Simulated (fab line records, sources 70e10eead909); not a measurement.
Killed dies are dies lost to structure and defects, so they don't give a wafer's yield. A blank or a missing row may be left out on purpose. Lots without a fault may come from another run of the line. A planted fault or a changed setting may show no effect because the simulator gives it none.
One fault seen from 3 desks | flow nand_harc | each desk has only its own numbers; what lay behind them comes last

THE METROLOGY DESK
What the gauges read, lot by lot, whatever tool the lot ran on: means of the sampled wafers that have a number. A lot is out of limits, marked OUT, if its mean lies more than 4 standard deviations from the usual mean; the brackets give that distance.
Columns: A = cd_nm at NHARC_A_SGD_CUT_CD_MEAS_09, usual 99.9 nm; B = overlay_x_nm at NHARC_A_SGD_CUT_OVL_MEAS_10, usual 0.1 nm; C = overlay_y_nm at NHARC_A_SGD_CUT_OVL_MEAS_10, usual 0.0 nm
lot  | first seen here | A     | B    | C
L984 | day 13 03:25    | 99.5  | 1.3  | -0.4
L985 | day 14 11:51    | 100.1 | -1.2 | -0.0
L988 | day 14 14:20    | 100.0 | 0.7  | 1.1
L992 | day 16 05:24    | 100.4 | 0.0  | -0.8
L996 | day 16 16:19    | 99.7  | -0.7 | 0.8
L100 | day 17 10:02    | 99.7  | 1.2  | 0.2
This desk's finding: nothing out of limits on any of the 6 lots.

THE DEFECT DESK
What the inspections along the route counted, lot by lot: means of the sampled wafers that have a number. A lot is out of limits, marked OUT, if its mean lies more than 4 standard deviations from the usual mean; the brackets give that distance.
Columns: A = raw_defect_count at NHARC_A_STAIRCASE_INSPECT_155, usual 370; B = raw_defect_count at NHARC_A_SGD_CUT_INSPECT_11, usual 20
lot  | first seen here | A   | B
L984 | day 13 02:36    | 272 | 15
L985 | day 14 10:59    | 309 | 34
L988 | day 14 13:32    | 295 | 19
L992 | day 16 04:44    | 527 | 25
L996 | day 16 15:38    | 305 | 8
L100 | day 17 09:14    | 336 | 33
This desk's finding: nothing out of limits on any of the 6 lots.

THE TOOL OWNER'S DESK: pecvd-04
The tool's own readings at NHARC_A_SGD_CUT_DEP_00 (deposits SiNx, target thk 50 nm): means of the sampled wafers that have a number, for each lot that ran on this tool. A lot is out of limits, marked OUT, if its mean lies more than 4 standard deviations from the usual mean; the brackets give that distance.
Columns: A = heater_power_w at NHARC_A_SGD_CUT_DEP_00, usual 682 W
lot  | first seen here | A
L984 | day 13 02:43    | 652
L985 | day 14 11:05    | 712
L992 | day 16 04:49    | 655
L996 | day 16 15:44    | 608
This desk's finding: nothing out of limits on any of the 4 lots.

PUT TOGETHER
The metrology desk saw nothing out of limits.
The defect desk saw nothing out of limits.
The tool owner's desk saw nothing out of limits.

WHAT THE SIMULATOR HAD PUT IN
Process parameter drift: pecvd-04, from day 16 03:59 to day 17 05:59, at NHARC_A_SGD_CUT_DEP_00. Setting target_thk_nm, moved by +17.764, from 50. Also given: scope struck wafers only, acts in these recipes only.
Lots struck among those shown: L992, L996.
